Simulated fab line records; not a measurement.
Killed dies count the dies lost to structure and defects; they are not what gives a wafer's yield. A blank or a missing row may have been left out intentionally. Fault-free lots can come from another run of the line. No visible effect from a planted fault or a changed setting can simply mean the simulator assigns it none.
Matching of chambers + flow n5Finfet + rieDiel-02 running N5_FIN_SAQP_ETCH_67: 4 sister chambers
The step etches SiNx in CH3F/O2, target depth 30 nm. 14 wafers are shown with their chamber, then 7 later ones without.

WAFERS, EACH WITH ITS CHAMBER
| wafer  | chamber | drypumpMotorCurrentA (A) | showerheadPlenumPTorr (Torr) | throttleValvePct (%) |
|--------|---------|--------------------------|------------------------------|----------------------|
| L074.1 | 3       | 5.1                      | 2.09                         | 16.71                |
| L074.3 | 1       | 5.2                      | 2.02                         | 16.28                |
| L074.5 | 1       | 5.3                      | 2.02                         | 16.27                |
| L075.2 | 1       | 5.2                      | 2.02                         | 16.28                |
| L075.4 | 2       | 5.3                      | 1.92                         | 16.76                |
| L075.6 | 3       | 5.1                      | 2.09                         | 16.71                |
| L080.1 | 3       | 5.1                      | 2.09                         | 16.73                |
| L080.3 | 2       | 5.3                      | 1.91                         | 16.77                |
| L080.5 | 2       | 5.3                      | 1.91                         | 16.78                |
| L082.1 | 2       | 5.3                      | 1.91                         | 16.77                |
| L082.4 | 1       | 5.2                      | 2.02                         | 16.30                |
| L082.5 | 0       | 6.1                      | 1.94                         | 16.27                |
| L087.2 | 1       | 5.2                      | 2.01                         | 16.30                |
| L087.3 | 2       | 5.3                      | 1.91                         | 16.80                |

SIGNATURES (averages over the wafers above)
| reading               | chamber 0 | chamber 1 | chamber 2 | chamber 3 | scatter within a chamber |
|-----------------------|-----------|-----------|-----------|-----------|--------------------------|
| drypumpMotorCurrentA  | 6.100     | 5.220     | 5.300     | 5.100     | 0.0283                   |
| showerheadPlenumPTorr | 1.9400    | 2.0180    | 1.9120    | 2.0900    | 0.004                    |
| throttleValvePct      | 16.2700   | 16.2860   | 16.7760   | 16.7167   | 0.0138                   |
Rule: a wafer lies at a distance from a chamber equal to the root of the sum of squares, over the readings, of (its reading less the chamber's mean, divided by the reading's scatter). The wafer belongs to the nearest chamber; if the next one is less than 2 further off, it can't be placed. The scatter: the root of (the sum of the squares of (reading less its chamber's mean) over the shown wafers, divided by (wafers less chambers)).

WAFERS MISSING THEIR CHAMBER
| wafer  | drypumpMotorCurrentA (A) | showerheadPlenumPTorr (Torr) | throttleValvePct (%) |
|--------|--------------------------|------------------------------|----------------------|
| L087.6 | 5.2                      | 2.01                         | 16.31                |
| L089.1 | 6.1                      | 1.93                         | 16.28                |
| L089.4 | 5.3                      | 1.91                         | 16.80                |
| L089.6 | 5.3                      | 2.01                         | 16.33                |
| L094.3 | 5.3                      | 1.90                         | 16.82                |
| L094.5 | 5.2                      | 2.01                         | 16.33                |
| L094.6 | 5.3                      | 1.90                         | 16.82                |

WHICH CHAMBER EACH ONE RAN IN
| wafer  | from the rows above | in truth |
|--------|---------------------|----------|
| L087.6 | 1                   | 1        |
| L089.1 | 0                   | 0        |
| L089.4 | 2                   | 2        |
| L089.6 | 1                   | 1        |
| L094.3 | 2                   | 2        |
| L094.5 | 1                   | 1        |
| L094.6 | 2                   | 2        |
Correctly placed: 7 of 7. Left unplaced by these rows: 0. Number placed wrongly: 0.
